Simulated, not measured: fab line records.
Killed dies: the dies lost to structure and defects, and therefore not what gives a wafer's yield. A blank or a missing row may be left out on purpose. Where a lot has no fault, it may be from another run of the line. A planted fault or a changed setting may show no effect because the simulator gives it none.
Which tool did it? :: flow nand-harc :: Sampling: 13 lots, 38 wafers, 6 of 1159 route steps

== WHAT THE GAUGES SHOWED, per wafer ==
NHARC_A_SOURCE_PLATE_THK_MEAS_09: measures by ellipsometry. Usual: 9.6 nm for thk-nm, sd 1.
lot: L265
measured: day 7 01:17
on: film-metro-02
thk-nm (nm): 9.7 9.9 10.5
flag: 

lot: L266
measured: day 7 13:09
on: film-metro-02
thk-nm (nm): 8.0 9.1 8.6
flag: 

lot: L267
measured: day 7 13:10
on: film-metro-01
thk-nm (nm): 9.3 10.1 8.4
flag: 

lot: L270
measured: day 8 00:15
on: film-metro-02
thk-nm (nm): 10.7 10.7 9.2
flag: 

lot: L269
measured: day 8 00:15
on: film-metro-01
thk-nm (nm): 9.3 8.6 10.0
flag: 

lot: L272
measured: day 8 08:30
on: film-metro-02
thk-nm (nm): 7.6 9.8 8.9
flag: 

lot: L273
measured: day 8 23:47
on: film-metro-02
thk-nm (nm): 7.5 9.6 10.9
flag: 

lot: L274
measured: day 8 23:48
on: film-metro-02
thk-nm (nm): 8.9 9.2 10.0
flag: 

lot: L275
measured: day 9 16:39
on: film-metro-02
thk-nm (nm): 10.3 9.8 9.7
flag: 

lot: L276
measured: day 9 16:40
on: film-metro-01
thk-nm (nm): 9.8 10.7 9.5
flag: 

lot: L282
measured: day 11 00:49
on: film-metro-01
thk-nm (nm): 9.1 8.1 11.7
flag: 

lot: L286
measured: day 12 01:00
on: film-metro-01
thk-nm (nm): 10.0 10.8
flag: 

lot: L287
measured: day 12 17:06
on: film-metro-01
thk-nm (nm): 11.1 11.2 9.0
flag: 

NHARC_A_ONON_D1_THK_MEAS_18: measures by ellipsometry. Usual: 999 nm for thk-nm, sd 8.7.
lot: L265
measured: day 8 02:20
on: film-metro-02
thk-nm (nm): 1007 1008 1005
flag: 

lot: L266
measured: day 8 12:32
on: film-metro-01
thk-nm (nm): 1020 1019 1019
flag: 

lot: L267
measured: day 8 12:32
on: film-metro-02
thk-nm (nm): 1012 1013 1012
flag: 

lot: L270
measured: day 9 00:01
on: film-metro-02
thk-nm (nm): 1009 1010 1012
flag: 

lot: L269
measured: day 9 00:01
on: film-metro-02
thk-nm (nm): 998 998 998
flag: 

lot: L272
measured: day 9 07:53
on: film-metro-01
thk-nm (nm): 992 994 991
flag: 

lot: L273
measured: day 9 23:06
on: film-metro-01
thk-nm (nm): 996 997 997
flag: 

lot: L274
measured: day 9 23:06
on: film-metro-02
thk-nm (nm): 1007 1007 1006
flag: 

lot: L275
measured: day 10 20:55
on: film-metro-01
thk-nm (nm): 1003 1002 1002
flag: 

lot: L276
measured: day 10 20:57
on: film-metro-02
thk-nm (nm): 1001 1003 1004
flag: 

lot: L282
measured: day 12 00:03
on: film-metro-02
thk-nm (nm): 988 748 990
flag: OFF

lot: L286
measured: day 13 02:42
on: film-metro-01
thk-nm (nm): 999 757
flag: OFF

lot: L287
measured: day 13 17:22
on: film-metro-02
thk-nm (nm): 997 757 998
flag: OFF

NHARC_END_SORT_01. Usual: killed-at-array 27, standard deviation 11; killed-at-other 0.7, standard deviation 1.1; killed-at-periphery 3.4, standard deviation 2.1; killed-dies 31, standard deviation 12; killed-open 3.6, standard deviation 2; killed-short 2.0, standard deviation 1.3.
lot: L282
measured: day 24 03:04
on: prober-01
killed-at-array: 50 668 46
killed-at-other: 3 1 0
killed-at-periphery: 7 8 5
killed-dies: 60 677 51
killed-open: 3 7 3
killed-short: 2 1 0
flag: OFF

lot: L286
measured: day 24 05:10
on: prober-02
killed-at-array: 32 675
killed-at-other: 0 0
killed-at-periphery: 0 2
killed-dies: 32 677
killed-open: 2 6
killed-short: 1 4
flag: OFF

lot: L287
measured: day 25 12:18
on: prober-01
killed-at-array: 30 672 30
killed-at-other: 4 3 2
killed-at-periphery: 6 2 2
killed-dies: 40 677 34
killed-open: 4 6 5
killed-short: 2 1 1
flag: OFF

== WHAT TOOL EACH LOT RAN ON (gives the tool, then ch and the chambers of the sampled wafers, and finally the start) ==
lot: L265
NHARC_A_ZERO_WELL_RTA_16: rtp-anneal-02 ch 0, day 6 17:42
NHARC_A_ONON_D1_DEP_16: pecvd-onon-02 ch 0, day 8 01:56
NHARC_A_CHANNEL_HOLE_D1_DEP_01: pecvd-04 ch 0,1,2, day 8 07:56

lot: L266
NHARC_A_ZERO_WELL_RTA_16: rtp-anneal-01 ch 0, day 7 04:49
NHARC_A_ONON_D1_DEP_16: pecvd-onon-03 ch 0, day 8 12:01
NHARC_A_CHANNEL_HOLE_D1_DEP_01: pecvd-03 ch 0,1,2, day 8 18:35

lot: L267
NHARC_A_ZERO_WELL_RTA_16: rtp-anneal-02 ch 0, day 7 06:07
NHARC_A_ONON_D1_DEP_16: pecvd-onon-04 ch 0, day 8 12:05
NHARC_A_CHANNEL_HOLE_D1_DEP_01: pecvd-02 ch 1,2, day 8 19:04

lot: L270
NHARC_A_ZERO_WELL_RTA_16: rtp-anneal-02 ch 0, day 7 16:54
NHARC_A_ONON_D1_DEP_16: pecvd-onon-02 ch 0, day 8 23:30
NHARC_A_CHANNEL_HOLE_D1_DEP_01: pecvd-03 ch 1,2, day 9 05:41

lot: L269
NHARC_A_ZERO_WELL_RTA_16: rtp-anneal-01 ch 0, day 7 18:14
NHARC_A_ONON_D1_DEP_16: pecvd-onon-03 ch 0, day 8 23:38
NHARC_A_CHANNEL_HOLE_D1_DEP_01: pecvd-03 ch 0,2, day 9 06:17

lot: L272
NHARC_A_ZERO_WELL_RTA_16: rtp-anneal-02 ch 0, day 8 01:38
NHARC_A_ONON_D1_DEP_16: pecvd-onon-02 ch 0, day 9 07:33
NHARC_A_CHANNEL_HOLE_D1_DEP_01: pecvd-02 ch 0,1,2, day 9 14:07

lot: L273
NHARC_A_ZERO_WELL_RTA_16: rtp-anneal-01 ch 0, day 8 14:32
NHARC_A_ONON_D1_DEP_16: pecvd-onon-03 ch 0, day 9 22:35
NHARC_A_CHANNEL_HOLE_D1_DEP_01: pecvd-04 ch 0,1,2, day 10 03:57

lot: L274
NHARC_A_ZERO_WELL_RTA_16: rtp-anneal-01 ch 0, day 8 15:40
NHARC_A_ONON_D1_DEP_16: pecvd-onon-04 ch 0, day 9 22:39
NHARC_A_CHANNEL_HOLE_D1_DEP_01: pecvd-04 ch 1,2, day 10 05:12

lot: L275
NHARC_A_ZERO_WELL_RTA_16: rtp-anneal-02 ch 0, day 9 06:16
NHARC_A_ONON_D1_DEP_16: pecvd-onon-03 ch 0, day 10 20:24
NHARC_A_CHANNEL_HOLE_D1_DEP_01: pecvd-04 ch 0,2, day 11 01:54

lot: L276
NHARC_A_ZERO_WELL_RTA_16: rtp-anneal-02 ch 0, day 9 07:44
NHARC_A_ONON_D1_DEP_16: pecvd-onon-04 ch 0, day 10 20:26
NHARC_A_CHANNEL_HOLE_D1_DEP_01: pecvd-04 ch 0,1,2, day 11 02:02

lot: L282
NHARC_A_ZERO_WELL_RTA_16: rtp-anneal-01 ch 0, day 10 17:13
NHARC_A_ONON_D1_DEP_16: pecvd-onon-03 ch 0, day 11 23:36
NHARC_A_CHANNEL_HOLE_D1_DEP_01: pecvd-02 ch 0,1, day 12 06:01

lot: L286
NHARC_A_ZERO_WELL_RTA_16: rtp-anneal-01 ch 0, day 11 17:40
NHARC_A_ONON_D1_DEP_16: pecvd-onon-03 ch 0, day 13 02:11
NHARC_A_CHANNEL_HOLE_D1_DEP_01: pecvd-04 ch 1, day 13 08:09

lot: L287
NHARC_A_ZERO_WELL_RTA_16: rtp-anneal-02 ch 0, day 12 07:55
NHARC_A_ONON_D1_DEP_16: pecvd-onon-03 ch 0, day 13 16:51
NHARC_A_CHANNEL_HOLE_D1_DEP_01: pecvd-04 ch 0, day 13 22:19
- NHARC_A_ZERO_WELL_RTA_16: time 10 s.
- NHARC_A_ONON_D1_DEP_16: target thk 1000 nm.
- NHARC_A_CHANNEL_HOLE_D1_DEP_01: deposits SiON, target thk 140 nm.

== WHAT THE TOOLS THEMSELVES READ (means of the sampled wafers that have a number; where no wafer has one, the mark that the record gives instead) ==
NHARC_A_ZERO_WELL_RTA_16. Usual: lamp-power-pct 28.9 %, standard deviation 1.3; lamp_zone_3_pct 28.9 %, standard deviation 1.3; wafer_temp_C_max 1006.6, standard deviation 1.4.
lot: L265
tool: rtp-anneal-02
lamp-power-pct (%): 27.4
lamp_zone_3_pct (%): 27.3
wafer_temp_C_max: 1005.7
flag: 

lot: L266
tool: rtp-anneal-01
lamp-power-pct (%): 30.0
lamp_zone_3_pct (%): 30.0
wafer_temp_C_max: 1006.7
flag: 

lot: L267
tool: rtp-anneal-02
lamp-power-pct (%): 27.3
lamp_zone_3_pct (%): 27.3
wafer_temp_C_max: 1005.6
flag: 

lot: L270
tool: rtp-anneal-02
lamp-power-pct (%): 27.3
lamp_zone_3_pct (%): 27.3
wafer_temp_C_max: 1005.7
flag: 

lot: L269
tool: rtp-anneal-01
lamp-power-pct (%): 30.0
lamp_zone_3_pct (%): 30.0
wafer_temp_C_max: 1007.8
flag: 

lot: L272
tool: rtp-anneal-02
lamp-power-pct (%): 27.3
lamp_zone_3_pct (%): 27.3
wafer_temp_C_max: 1005.1
flag: 

lot: L273
tool: rtp-anneal-01
lamp-power-pct (%): 30.1
lamp_zone_3_pct (%): 30.0
wafer_temp_C_max: 1006.8
flag: 

lot: L274
tool: rtp-anneal-01
lamp-power-pct (%): 30.1
lamp_zone_3_pct (%): 30.1
wafer_temp_C_max: 1006.4
flag: 

lot: L275
tool: rtp-anneal-02
lamp-power-pct (%): 27.3
lamp_zone_3_pct (%): 27.3
wafer_temp_C_max: 1005.0
flag: 

lot: L276
tool: rtp-anneal-02
lamp-power-pct (%): 27.3
lamp_zone_3_pct (%): 27.3
wafer_temp_C_max: 1006.1
flag: 

lot: L282
tool: rtp-anneal-01
lamp-power-pct (%): 30.0
lamp_zone_3_pct (%): 30.0
wafer_temp_C_max: 1008.2
flag: 

lot: L286
tool: rtp-anneal-01
lamp-power-pct (%): 30.0
lamp_zone_3_pct (%): 30.1
wafer_temp_C_max: 1007.8
flag: 

lot: L287
tool: rtp-anneal-02
lamp-power-pct (%): 27.3
lamp_zone_3_pct (%): 27.3
wafer_temp_C_max: 1006.5
flag: 

NHARC_A_ONON_D1_DEP_16. Usual: 400.02 C for susceptor-temp-C, sd 0.21.
lot: L265
tool: pecvd-onon-02
susceptor-temp-C (C): 400.05
flag: 

lot: L266
tool: pecvd-onon-03
susceptor-temp-C (C): 400.05
flag: 

lot: L267
tool: pecvd-onon-04
susceptor-temp-C (C): 400.03
flag: 

lot: L270
tool: pecvd-onon-02
susceptor-temp-C (C): 399.87
flag: 

lot: L269
tool: pecvd-onon-03
susceptor-temp-C (C): 400.05
flag: 

lot: L272
tool: pecvd-onon-02
susceptor-temp-C (C): 400.17
flag: 

lot: L273
tool: pecvd-onon-03
susceptor-temp-C (C): 400.03
flag: 

lot: L274
tool: pecvd-onon-04
susceptor-temp-C (C): 399.94
flag: 

lot: L275
tool: pecvd-onon-03
susceptor-temp-C (C): 400.13
flag: 

lot: L276
tool: pecvd-onon-04
susceptor-temp-C (C): 399.97
flag: 

lot: L282
tool: pecvd-onon-03
susceptor-temp-C (C): 399.95
flag: 

lot: L286
tool: pecvd-onon-03
susceptor-temp-C (C): 399.57
flag: 

lot: L287
tool: pecvd-onon-03
susceptor-temp-C (C): 400.14
flag: 

NHARC_A_CHANNEL_HOLE_D1_DEP_01. Usual: heater-power-w 714 W, standard deviation 93; showerhead-vpp-V 1163 V, standard deviation 53; susceptor-temp-C 400.03 C, standard deviation 0.21.
lot: L265
tool: pecvd-04
heater-power-w (W): 832
showerhead-vpp-V (V): 1168
susceptor-temp-C (C): 400.08
flag: 

lot: L266
tool: pecvd-03
heater-power-w (W): 652
showerhead-vpp-V (V): 1150
susceptor-temp-C (C): 400.00
flag: 

lot: L267
tool: pecvd-02
heater-power-w (W): 607
showerhead-vpp-V (V): 1156
susceptor-temp-C (C): 399.97
flag: 

lot: L270
tool: pecvd-03
heater-power-w (W): 641
showerhead-vpp-V (V): 1098
susceptor-temp-C (C): 399.99
flag: 

lot: L269
tool: pecvd-03
heater-power-w (W): 646
showerhead-vpp-V (V): 1201
susceptor-temp-C (C): 400.11
flag: 

lot: L272
tool: pecvd-02
heater-power-w (W): 622
showerhead-vpp-V (V): 1182
susceptor-temp-C (C): 399.92
flag: 

lot: L273
tool: pecvd-04
heater-power-w (W): 783
showerhead-vpp-V (V): 1160
susceptor-temp-C (C): 399.93
flag: 

lot: L274
tool: pecvd-04
heater-power-w (W): 824
showerhead-vpp-V (V): 1194
susceptor-temp-C (C): 400.16
flag: 

lot: L275
tool: pecvd-04
heater-power-w (W): 818
showerhead-vpp-V (V): 1203
susceptor-temp-C (C): 399.88
flag: 

lot: L276
tool: pecvd-04
heater-power-w (W): 851
showerhead-vpp-V (V): 1164
susceptor-temp-C (C): 400.30
flag: 

lot: L282
tool: pecvd-02
heater-power-w (W): 650
showerhead-vpp-V (V): 1190
susceptor-temp-C (C): 400.19
flag: 

lot: L286
tool: pecvd-04
heater-power-w (W): 752
showerhead-vpp-V (V): 1118
susceptor-temp-C (C): 400.14
flag: 

lot: L287
tool: pecvd-04
heater-power-w (W): 764
showerhead-vpp-V (V): 1142
susceptor-temp-C (C): 399.80
flag: 

== THE ANSWER, worked out from the rows above alone ==
Rule: lot off if the mean of its wafers having a number is beyond 3 standard deviations from the usual mean. A lot without any number at a reading at which 4 lots or more have one is off too. The other lots that the step has rows for count as sound. First the gauges in route order, then the tools' own readings, where a lot's mean is used as printed above. The first step at which some lot is off is used, and at that step the reading that is off furthest; a lot without a number counts as furthest.
Off: L282, L286, L287 (NHARC_A_ONON_D1_THK_MEAS_18, thk-nm).
A tool fits if, at a process step before that reading, it ran every lot that is off, and no sound lot after the first of them. Not tried: the gauges at NHARC_A_ONON_D1_THK_MEAS_18; whatever is off there is also off at NHARC_END_SORT_01, on other tools, and gauge error can't account for it. One fits: NHARC_A_ONON_D1_DEP_16 on pecvd-onon-03. Its last sound lot is L275 (day 10 20:24), its first lot that is off L282 (day 11 23:36): a fault that began between those two fits.

== WHAT THE SIMULATOR HAD INSERTED ==
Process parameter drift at NHARC_A_ONON_D1_DEP_16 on pecvd-onon-03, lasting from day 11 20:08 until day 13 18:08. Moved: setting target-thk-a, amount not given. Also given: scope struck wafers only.
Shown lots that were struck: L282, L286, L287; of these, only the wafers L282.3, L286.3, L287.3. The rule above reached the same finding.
